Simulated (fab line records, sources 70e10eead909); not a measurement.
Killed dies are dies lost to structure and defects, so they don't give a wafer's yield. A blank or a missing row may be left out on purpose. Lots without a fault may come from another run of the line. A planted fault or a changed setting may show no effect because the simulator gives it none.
A struck lot beside a sound one | flow nand_harc | 20 steps out of a route of 1302
Sound: wafers L359.2, L359.5, L359.6. Struck: wafers L367.1, L367.3, L367.5. The cause comes at the end.
At each step with rows: each side's tool, then ch and its chambers, then its first start. Under that, the readings that differ: sound wafers | struck wafers | difference of the means | sigmas: that difference in standard deviations of wafers without a fault.
alike: readings whose means differ by less than 2 such deviations, and words and numbers that are the same on both sides. not compared: withheld readings, readings that some wafer has no value for, bounds like >300 that may hide the same value, and numbers for which the record gives no deviation and whose values overlap.
The two part at a step that has a row with sigmas, a row that says differs or no value, or rows on one side only. Numbers that don't overlap but have no deviation are shown without sigmas and don't part them. A reading that every wafer of one side lacks parts them only if that side has two wafers or more.

NHARC_P_GATE_CD_MEAS_59: target cd 720 nm.
  sound on cd_sem-02 ch 0, day 6 15:57; struck on cd_sem-03 ch 0, day 10 02:58
  alike: cd_nm
then, 1 step without rows for these wafers: NHARC_P_GATE_HARDBAKE_60 (time 80 s).
NHARC_P_GATE_DESCUM_61: chemistry O2, time 3 s.
  sound on rie_diel-02 ch 0,3, day 6 16:29; struck on rie_diel-11 ch 1,2,3, day 10 03:07
  alike: drypump_motor_current_A, oes_product_au, rf_vpp_V, showerhead_plenum_p_Torr, throttle_valve_pct
  not compared: rf_hours_counter_h
then, 1 step without rows for these wafers: NHARC_P_GATE_IMPLANT_62.
NHARC_P_GATE_STRIP_112: strips in N2/H2, time 200 s.
  sound on plasma_asher-02 ch 0,1, day 6 16:50; struck on plasma_asher-02 ch 0,1, day 10 03:32
  alike: drypump_motor_current_A, heater_power_w, rf_refl_power_W
  not compared: rf_hours_counter_h
NHARC_P_GATE_STRIP_76: strips in O2.
  sound on plasma_asher-02 ch 0,1, day 6 17:05; struck on plasma_asher-02 ch 0,1, day 10 03:46
  alike: drypump_motor_current_A, heater_power_w, rf_refl_power_W
  not compared: rf_hours_counter_h
then, 6 steps without rows for these wafers: NHARC_P_GATE_STRIP_63 (strips in SPM, time 900 s); NHARC_P_GATE_DEHYDRATE_83 (time 120 s); NHARC_P_GATE_HMDS_84 (time 30 s); NHARC_P_GATE_COAT_85; NHARC_P_GATE_SOFTBAKE_86 (time 95 s); NHARC_P_GATE_EBR_87.
NHARC_P_GATE_EXPOSE_88: exposes mask P HVN, target cd 2000 nm.
  sound on krf_scanner-04 ch 0, day 6 17:52; struck on krf_scanner-04 ch 0, day 10 04:31
  reading | sound                   | struck                           | difference | sigmas
  mask    | P_HVN#0 P_HVN#0 P_HVN#0 | P_HVN_R1#0 P_HVN_R1#0 P_HVN_R1#0 | differs    |
then, 2 steps without rows for these wafers: NHARC_P_GATE_PEB_89 (peb time 85 s); NHARC_P_GATE_DEVELOP_90 (time 70 s).
NHARC_P_GATE_CD_MEAS_91: target cd 2000 nm.
  sound on cd_sem-03 ch 0, day 6 18:01; struck on cd_sem-02 ch 0, day 10 04:40
  reading    | sound                | struck               | difference | sigmas
  cd_nm (nm) | 2001.5 2003.0 2002.5 | 2133.4 2133.1 2131.1 | +130.2     | +72
then, 1 step without rows for these wafers: NHARC_P_GATE_HARDBAKE_92 (time 80 s).
NHARC_P_GATE_DESCUM_93: chemistry O2, time 3 s.
  sound on rie_diel-02 ch 0,2,3, day 6 18:11; struck on rie_diel-06 ch 1,2,3, day 10 04:51
  reading                         | sound          | struck         | difference | sigmas
  showerhead_plenum_p_Torr (Torr) | 1.81 1.84 1.80 | 1.92 1.91 2.02 | +0.13      | +2
  model.P_GATE.cd_nm (nm)         | 2002 2002 2003 | 2133 2133 2131 | +130       |
  alike: drypump_motor_current_A, oes_product_au, rf_vpp_V, throttle_valve_pct
  not compared: rf_hours_counter_h
then, 1 step without rows for these wafers: NHARC_P_GATE_IMPLANT_94.
-- the record jumps here: 19 days lie between the struck wafers' starts before and after (it left off in module P_GATE and takes up again in module END, whose first step shown is number 1302 of the route) --
NHARC_END_SORT_01:
  sound on prober-02 ch 0, day 25 13:13; struck on prober-02 ch 0, day 28 18:08
  reading         | sound | struck | difference | sigmas
  killed_at_other | 0 3 1 | 4      | +3         | +3
  alike: killed_at_array, killed_at_periphery, killed_dies, killed_open, killed_short

WHERE THEY PART
First at NHARC_P_GATE_EXPOSE_88; last, within this record, at NHARC_END_SORT_01.

WHY: what the simulator had put in
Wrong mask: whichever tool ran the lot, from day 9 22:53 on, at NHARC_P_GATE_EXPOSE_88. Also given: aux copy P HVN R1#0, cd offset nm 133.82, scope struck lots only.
